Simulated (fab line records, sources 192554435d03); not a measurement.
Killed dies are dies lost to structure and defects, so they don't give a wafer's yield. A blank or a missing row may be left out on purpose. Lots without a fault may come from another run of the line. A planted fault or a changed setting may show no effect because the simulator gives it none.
Split-lot experiment | flow n5_finfet | 7 lots, 21 wafers read, on a route of 1938 steps

THE SPLIT
At N5_BEOL_M4_EXPOSE_25 (exposes mask V3, defocus 5 nm), the setting dose_mj was moved away from the recipe's 63 on 5 of the 21 wafers read, by -6.7% to +4.3%. The other wafers ran this setting at the recipe's value.

FROM THE SPLIT TO THE READING: what the file shows between them, 2 steps
- N5_BEOL_M4_PEB_26: peb time 60 s
- N5_BEOL_M4_DEVELOP_27: develop time 30 s

THE READING
cd_nm, in nm, at N5_BEOL_M4_CD_MEAS_28 (target cd 26.2 nm, target cd y 24.1 nm). Fault-free wafers of this fab line usually give 26.16 nm, standard deviation 0.23 nm.

wafer  | tool, chamber at the split | dose_mj as run | against the recipe | cd_nm, nm | against lot-mates on the recipe
L076.4 | euv_scanner-02, 0          | 59.83          | -5.0%              | 25.03     | -0.91
L076.5 | euv_scanner-02, 0          | 59.83          | -5.0%              | 25.01     | -0.93
L076.6 | euv_scanner-02, 0          | 63             | recipe             | 25.94     | -
L075.1 | euv_scanner-02, 0          | 63             | recipe             | 26.30     | -
L075.3 | euv_scanner-02, 0          | 65.7           | +4.3%              | 27.28     | +0.95
L075.6 | euv_scanner-02, 0          | 63             | recipe             | 26.37     | -
L078.2 | euv_scanner-01, 0          | 63             | recipe             | 26.38     | -
L078.3 | euv_scanner-01, 0          | 63             | recipe             | 26.10     | -
L078.5 | euv_scanner-01, 0          | 63             | recipe             | 26.12     | -
L082.1 | euv_scanner-02, 0          | 63             | recipe             | 25.99     | -
L082.3 | euv_scanner-02, 0          | 63             | recipe             | 26.00     | -
L082.4 | euv_scanner-02, 0          | 63             | recipe             | 26.31     | -
L083.2 | euv_scanner-01, 0          | 63             | recipe             | 26.42     | -
L083.4 | euv_scanner-01, 0          | 63             | recipe             | 26.07     | -
L083.6 | euv_scanner-01, 0          | 63             | recipe             | 26.39     | -
L087.3 | euv_scanner-02, 0          | 63             | recipe             | 26.47     | -
L087.5 | euv_scanner-02, 0          | 63             | recipe             | 26.04     | -
L087.6 | euv_scanner-02, 0          | 63             | recipe             | 26.05     | -
L089.2 | euv_scanner-01, 0          | 58.79          | -6.7%              | 25.26     | -0.69
L089.3 | euv_scanner-01, 0          | 63             | recipe             | 25.95     | -
L089.6 | euv_scanner-01, 0          | 58.79          | -6.7%              | 24.81     | -1.14

THE FIT
A straight line over all 21 wafers: cd_nm changes by +0.202 nm for each +1% of dose_mj; r = +0.94; the points scatter about the line by 0.21 nm.
The same after taking each lot's own level away (the mean of its wafers on the recipe; 21 wafers): +0.164 nm for each +1%; r = +0.93; scatter 0.17 nm.
On that fit, the largest move of dose_mj shifts the reading by 1.1 nm.
The lots' own levels span 25.940 to 26.335 nm, that is 1.7 times the standard deviation above.
So the lot-to-lot level changes the slope: the two fits differ.
Check: with one of the wafers moved furthest among these (-6.7%) left out of the fit, the line predicts -1.23 nm for it against its lot-mates. It came out at -0.69 nm against them.

OTHER SPLITS ON THESE WAFERS
These wafers also went through other splits before the reading. Each is held against what the fit with the lots' levels taken away leaves over:
other split on the same wafers   | wafers away from the commonest value | r with cd_nm (lot level and that fit taken away)
N5_BEOL_M2_TRENCH_ETCH_37 time_s | 8                                    | -0.18
N5_BEOL_M2_ALD_84 ald_cycles     | 7                                    | -0.35
N5_BEOL_M3_ETCH_70 source_w      | 8                                    | -0.02
N5_BEOL_M3_TRENCH_ETCH_37 time_s | 5                                    | -0.27
N5_BEOL_M4_COAT_67 spin_rpm      | 4                                    | -0.36

THE FILE'S OWN FIT
cd_nm changes by +0.168 nm for each +1% of dose_mj, r = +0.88.
